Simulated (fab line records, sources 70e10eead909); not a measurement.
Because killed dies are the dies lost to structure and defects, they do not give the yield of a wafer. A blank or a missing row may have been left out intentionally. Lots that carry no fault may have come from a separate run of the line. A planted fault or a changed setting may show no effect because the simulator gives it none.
Which tool is to blame?    flow nand-harc    18 wafers from 6 lots sampled at 2 of the route's 1159 steps

## WHAT THE GAUGES READ, wafer by wafer
NHARC_A_M1_THK_MEAS_24: measures by xrf.
lot   measured      on             thk-nm (nm)
L809  day 19 17:19  film-metro-02  152.4 153.2 155.2
L808  day 20 03:41  film-metro-02  156.9 152.2 153.9
L812  day 20 18:28  film-metro-01  151.8 155.1 153.7
L816  day 22 02:44  film-metro-01  152.9 155.0 154.0
L818  day 22 13:59  film-metro-02  153.6 154.7 153.7
L821  day 23 23:02  film-metro-02  151.4 155.0 152.1

## EACH LOT AND THE TOOL THAT RAN IT (in order: tool; ch and the chambers of the sampled wafers; start)
lot   NHARC_A_M1_ETCH_28
L809  rie-diel-07 ch 1,2,3, day 19 17:19 or earlier
L808  rie-diel-02 ch 1,2, day 20 03:41 or earlier
L812  rie-diel-07 ch 0,1,3, day 20 18:28 or earlier
L816  rie-diel-02 ch 0,2,3, day 22 02:44 or earlier
L818  rie-diel-07 ch 0,2,3, day 22 13:59 or earlier
L821  rie-diel-07 ch 0,2,3, day 23 23:02 or earlier
- NHARC_A_M1_ETCH_28: etches the open film in CF4/N2, target depth 30 nm, time 72.99 s.

## THE ANSWER, worked out from the rows above alone
Rule: what is usual is taken from the lots themselves. Put in order of their means at a reading, lots are off if they are a third of the lots or fewer, leave a main group of 4 or more, and stand apart from it by a gap of 3 or more times the standard deviation of the main group's means; of several such gaps the widest counts. Not used: any main group whose means are identical at the precision the tables above print for the reading. Also off: a lot with no number at a reading for which 4 or more lots have one. The other lots that the step has rows for count as sound.
No lot is off at any reading shown: from this, nothing can be told.

## WHAT THE SIMULATOR PUT IN
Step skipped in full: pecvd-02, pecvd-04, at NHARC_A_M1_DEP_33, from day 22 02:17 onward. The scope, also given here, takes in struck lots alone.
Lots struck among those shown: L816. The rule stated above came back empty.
